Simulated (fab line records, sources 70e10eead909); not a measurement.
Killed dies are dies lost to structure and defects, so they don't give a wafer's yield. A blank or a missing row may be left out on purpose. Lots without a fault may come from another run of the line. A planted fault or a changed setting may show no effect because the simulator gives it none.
Chamber matching | flow nand_harc | NHARC_THIN_TSV_ETCH_44 on rie_diel-13: 4 sister chambers
The step etches the open film in CF4/O2, target depth 1594.2 nm, time 797.1 s. 4 wafers are shown with their chamber, then 7 later ones without.

WAFERS WITH THEIR CHAMBER
wafer  | chamber | rf_vpp_V (V)
L507.3 | 1       | 801
L513.4 | 0       | 787
L517.2 | 3       | 791
L517.3 | 2       | 804

WAFERS WITHOUT THEIR CHAMBER
wafer  | rf_vpp_V (V)
L517.5 | 792
L516.1 | 785
L516.3 | 802
L516.4 | 800
L518.3 | 803
L518.5 | 803
L518.6 | 790

WHICH CHAMBER EACH WENT THROUGH
wafer  | from the rows above     | in truth
L517.5 | 3                       | 3
L516.1 | 0                       | 0
L516.3 | can't be placed: 1 or 2 | 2
L516.4 | 1                       | 1
L518.3 | can't be placed: 2 or 1 | 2
L518.5 | can't be placed: 2 or 1 | 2
L518.6 | can't be placed: 3 or 0 | 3
Placed correctly: 3 of 7. Can't be placed from these rows: 4 (the true chamber is among the candidates in 4). Placed wrongly: 0.
How it was worked out, from the rows above alone: a wafer's distance from a chamber is the root of the sum, over the readings, of the square of ((its reading less the chamber's mean) divided by the reading's scatter). The wafer belongs to the nearest chamber; if the next one is less than 2 further off, it can't be placed. A chamber's mean is the mean of its shown wafers. The scatter: with one shown wafer a chamber, the root of the mean of the squares of how far each hidden wafer lies from its nearest shown one.
